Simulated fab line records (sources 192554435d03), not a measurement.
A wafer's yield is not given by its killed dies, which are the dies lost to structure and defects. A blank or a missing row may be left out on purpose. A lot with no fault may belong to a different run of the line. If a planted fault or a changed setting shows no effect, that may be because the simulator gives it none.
Split-lot study :: flow n5_finfet :: 39 wafers read from 7 lots, route of 1938 steps

== ON THE SPLIT ==
At N5_GATE_CUT_ALD_22 (deposits SiNx, target thk 16 nm, pulse time 1 s, ald cycles 320), the setting ald_cycles was moved away from the recipe's 320 on 15 of the 39 wafers read, by -57.2% to +44.7%. The other wafers ran this setting at the recipe's value.

The reading is taken at the split's own step.

== THE READING ==
SiNx_of_GATE_CUT_ALD_22.thk_nm (the simulator's own value, which no gauge read), in nm, at N5_GATE_CUT_ALD_22 (deposits SiNx, target thk 16 nm, pulse time 1 s, ald cycles 320). The file gives no usual value for it. Average 16.0 nm, standard deviation 0.099 nm, over the 24 wafers here run with the recipe.

wafer: L080.1
tool, chamber at the split: ald_sin-04, 1,2,3,0,2,3
ald_cycles as run: 320
against the recipe: recipe
SiNx_of_GATE_CUT_ALD_22.thk_nm, nm: 16
against lot-mates on the recipe: -

wafer: L080.2
tool, chamber at the split: ald_sin-04, 1,2,3,0,2,3
ald_cycles as run: 320
against the recipe: recipe
SiNx_of_GATE_CUT_ALD_22.thk_nm, nm: 16
against lot-mates on the recipe: -

wafer: L080.3
tool, chamber at the split: ald_sin-04, 1,2,3,0,2,3
ald_cycles as run: 320
against the recipe: recipe
SiNx_of_GATE_CUT_ALD_22.thk_nm, nm: 16
against lot-mates on the recipe: -

wafer: L080.4
tool, chamber at the split: ald_sin-04, 1,2,3,0,2,3
ald_cycles as run: 320
against the recipe: recipe
SiNx_of_GATE_CUT_ALD_22.thk_nm, nm: 16
against lot-mates on the recipe: -

wafer: L080.5
tool, chamber at the split: ald_sin-04, 1,2,3,0,2,3
ald_cycles as run: 320
against the recipe: recipe
SiNx_of_GATE_CUT_ALD_22.thk_nm, nm: 16
against lot-mates on the recipe: -

wafer: L080.6
tool, chamber at the split: ald_sin-04, 1,2,3,0,2,3
ald_cycles as run: 320
against the recipe: recipe
SiNx_of_GATE_CUT_ALD_22.thk_nm, nm: 16
against lot-mates on the recipe: -

wafer: L081.1
tool, chamber at the split: ald_sin-04, 3,2,1
ald_cycles as run: 137
against the recipe: -57.2%
SiNx_of_GATE_CUT_ALD_22.thk_nm, nm: 7
against lot-mates on the recipe: -9.1

wafer: L081.2
tool, chamber at the split: ald_sin-04, 3,2,1
ald_cycles as run: 137
against the recipe: -57.2%
SiNx_of_GATE_CUT_ALD_22.thk_nm, nm: 7
against lot-mates on the recipe: -9.1

wafer: L081.4
tool, chamber at the split: ald_sin-04, 3,2,1
ald_cycles as run: 137
against the recipe: -57.2%
SiNx_of_GATE_CUT_ALD_22.thk_nm, nm: 7
against lot-mates on the recipe: -9.1

wafer: L081.3
tool, chamber at the split: ald_sin-04, 0
ald_cycles as run: 320
against the recipe: recipe
SiNx_of_GATE_CUT_ALD_22.thk_nm, nm: 16.2
against lot-mates on the recipe: -

wafer: L081.5
tool, chamber at the split: ald_sin-04, 0
ald_cycles as run: 320
against the recipe: recipe
SiNx_of_GATE_CUT_ALD_22.thk_nm, nm: 16.2
against lot-mates on the recipe: -

wafer: L081.6
tool, chamber at the split: ald_sin-04, 3
ald_cycles as run: 320
against the recipe: recipe
SiNx_of_GATE_CUT_ALD_22.thk_nm, nm: 16
against lot-mates on the recipe: -

wafer: L082.1
tool, chamber at the split: ald_sin-04, 2,1,0
ald_cycles as run: 320
against the recipe: recipe
SiNx_of_GATE_CUT_ALD_22.thk_nm, nm: 16
against lot-mates on the recipe: -

wafer: L082.2
tool, chamber at the split: ald_sin-04, 2,1,0
ald_cycles as run: 320
against the recipe: recipe
SiNx_of_GATE_CUT_ALD_22.thk_nm, nm: 16
against lot-mates on the recipe: -

wafer: L082.3
tool, chamber at the split: ald_sin-04, 2,1,0
ald_cycles as run: 320
against the recipe: recipe
SiNx_of_GATE_CUT_ALD_22.thk_nm, nm: 16
against lot-mates on the recipe: -

wafer: L082.4
tool, chamber at the split: ald_sin-04, 3,3,0
ald_cycles as run: 459
against the recipe: +43.4%
SiNx_of_GATE_CUT_ALD_22.thk_nm, nm: 23
against lot-mates on the recipe: +7.0

wafer: L082.5
tool, chamber at the split: ald_sin-04, 3,3,0
ald_cycles as run: 459
against the recipe: +43.4%
SiNx_of_GATE_CUT_ALD_22.thk_nm, nm: 23
against lot-mates on the recipe: +7.0

wafer: L082.6
tool, chamber at the split: ald_sin-04, 3,3,0
ald_cycles as run: 459
against the recipe: +43.4%
SiNx_of_GATE_CUT_ALD_22.thk_nm, nm: 23
against lot-mates on the recipe: +7.0

wafer: L083.1
tool, chamber at the split: ald_sin-02, 0,3,0
ald_cycles as run: 160
against the recipe: -50.0%
SiNx_of_GATE_CUT_ALD_22.thk_nm, nm: 8
against lot-mates on the recipe: -8.0

wafer: L083.2
tool, chamber at the split: ald_sin-02, 0,3,0
ald_cycles as run: 160
against the recipe: -50.0%
SiNx_of_GATE_CUT_ALD_22.thk_nm, nm: 8
against lot-mates on the recipe: -8.0

wafer: L083.6
tool, chamber at the split: ald_sin-02, 0,3,0
ald_cycles as run: 160
against the recipe: -50.0%
SiNx_of_GATE_CUT_ALD_22.thk_nm, nm: 8
against lot-mates on the recipe: -8.0

wafer: L083.3
tool, chamber at the split: ald_sin-02, 2,1,3
ald_cycles as run: 320
against the recipe: recipe
SiNx_of_GATE_CUT_ALD_22.thk_nm, nm: 16
against lot-mates on the recipe: -

wafer: L083.4
tool, chamber at the split: ald_sin-02, 2,1,3
ald_cycles as run: 320
against the recipe: recipe
SiNx_of_GATE_CUT_ALD_22.thk_nm, nm: 16
against lot-mates on the recipe: -

wafer: L083.5
tool, chamber at the split: ald_sin-02, 2,1,3
ald_cycles as run: 320
against the recipe: recipe
SiNx_of_GATE_CUT_ALD_22.thk_nm, nm: 16
against lot-mates on the recipe: -

wafer: L085.1
tool, chamber at the split: ald_sin-03, 1,3
ald_cycles as run: 320
against the recipe: recipe
SiNx_of_GATE_CUT_ALD_22.thk_nm, nm: 16
against lot-mates on the recipe: -

wafer: L085.5
tool, chamber at the split: ald_sin-03, 1,3
ald_cycles as run: 320
against the recipe: recipe
SiNx_of_GATE_CUT_ALD_22.thk_nm, nm: 16
against lot-mates on the recipe: -

wafer: L085.6
tool, chamber at the split: ald_sin-03, 0
ald_cycles as run: 320
against the recipe: recipe
SiNx_of_GATE_CUT_ALD_22.thk_nm, nm: 16.2
against lot-mates on the recipe: -

wafer: L086.1
tool, chamber at the split: ald_sin-03, 3,0
ald_cycles as run: 320
against the recipe: recipe
SiNx_of_GATE_CUT_ALD_22.thk_nm, nm: 16
against lot-mates on the recipe: -

wafer: L086.3
tool, chamber at the split: ald_sin-03, 3,0
ald_cycles as run: 320
against the recipe: recipe
SiNx_of_GATE_CUT_ALD_22.thk_nm, nm: 16
against lot-mates on the recipe: -

wafer: L086.2
tool, chamber at the split: ald_sin-03, 1,2,2
ald_cycles as run: 463
against the recipe: +44.7%
SiNx_of_GATE_CUT_ALD_22.thk_nm, nm: 23.2
against lot-mates on the recipe: +7.1

wafer: L086.4
tool, chamber at the split: ald_sin-03, 1,2,2
ald_cycles as run: 463
against the recipe: +44.7%
SiNx_of_GATE_CUT_ALD_22.thk_nm, nm: 23.2
against lot-mates on the recipe: +7.1

wafer: L086.6
tool, chamber at the split: ald_sin-03, 1,2,2
ald_cycles as run: 463
against the recipe: +44.7%
SiNx_of_GATE_CUT_ALD_22.thk_nm, nm: 23.2
against lot-mates on the recipe: +7.1

wafer: L086.5
tool, chamber at the split: ald_sin-03, 1
ald_cycles as run: 320
against the recipe: recipe
SiNx_of_GATE_CUT_ALD_22.thk_nm, nm: 16.2
against lot-mates on the recipe: -

wafer: L089.1
tool, chamber at the split: ald_sin-02, 1
ald_cycles as run: 320
against the recipe: recipe
SiNx_of_GATE_CUT_ALD_22.thk_nm, nm: 16
against lot-mates on the recipe: -

wafer: L089.2
tool, chamber at the split: ald_sin-02, 2,3
ald_cycles as run: 320
against the recipe: recipe
SiNx_of_GATE_CUT_ALD_22.thk_nm, nm: 15.8
against lot-mates on the recipe: -

wafer: L089.4
tool, chamber at the split: ald_sin-02, 2,3
ald_cycles as run: 320
against the recipe: recipe
SiNx_of_GATE_CUT_ALD_22.thk_nm, nm: 15.8
against lot-mates on the recipe: -

wafer: L089.3
tool, chamber at the split: ald_sin-02, 0,1,0
ald_cycles as run: 459
against the recipe: +43.4%
SiNx_of_GATE_CUT_ALD_22.thk_nm, nm: 22.8
against lot-mates on the recipe: +6.9

wafer: L089.5
tool, chamber at the split: ald_sin-02, 0,1,0
ald_cycles as run: 459
against the recipe: +43.4%
SiNx_of_GATE_CUT_ALD_22.thk_nm, nm: 22.8
against lot-mates on the recipe: +6.9

wafer: L089.6
tool, chamber at the split: ald_sin-02, 0,1,0
ald_cycles as run: 459
against the recipe: +43.4%
SiNx_of_GATE_CUT_ALD_22.thk_nm, nm: 22.8
against lot-mates on the recipe: +6.9
When a row names more than one chamber, that row covers several wafers, and the file does not tell which wafer ran in which chamber.

THE FIT
A straight line over all 39 wafers: SiNx_of_GATE_CUT_ALD_22.thk_nm changes by +0.159 nm for each +1% of ald_cycles; r = +1.00; the points scatter about the line by 0.097 nm.
The same after taking each lot's own level away (the mean of its wafers on the recipe; 39 wafers): +0.16 nm for each +1%; r = +1.00; scatter 0.056 nm.
Per that fit: largest ald_cycles move, reading shift of 9.1 nm.
Across the lots, their own levels run from 15.87 to 16.13 nm, a range of 2.7 times the standard deviation given above.
Consequently the slope shifts little with the lot-to-lot level, the two slopes agreeing.
Check: with one of the wafers moved furthest among these (-57.2%) left out of the fit, the line predicts -9.15 nm for it against its lot-mates. It came out at -9.13 nm against them.

== ADDITIONAL SPLITS CARRIED BY THESE WAFERS ==
Before the reading, these wafers also passed through other splits. Each is held against what the fit with the lots' levels taken away leaves over:
other split on the same wafers: N5_ZERO_LAYER_PECVD_02 time_s
wafers away from the commonest value: 18
r with SiNx_of_GATE_CUT_ALD_22.thk_nm (lot level and that fit taken away): -0.18

other split on the same wafers: N5_SD_EPI_P_EPI_21 time_s
wafers away from the commonest value: 9
r with SiNx_of_GATE_CUT_ALD_22.thk_nm (lot level and that fit taken away): +0.10

== FILE'S OWN FIT ==
SiNx_of_GATE_CUT_ALD_22.thk_nm changes by +0.16 nm for each +1% of ald_cycles, r = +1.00.
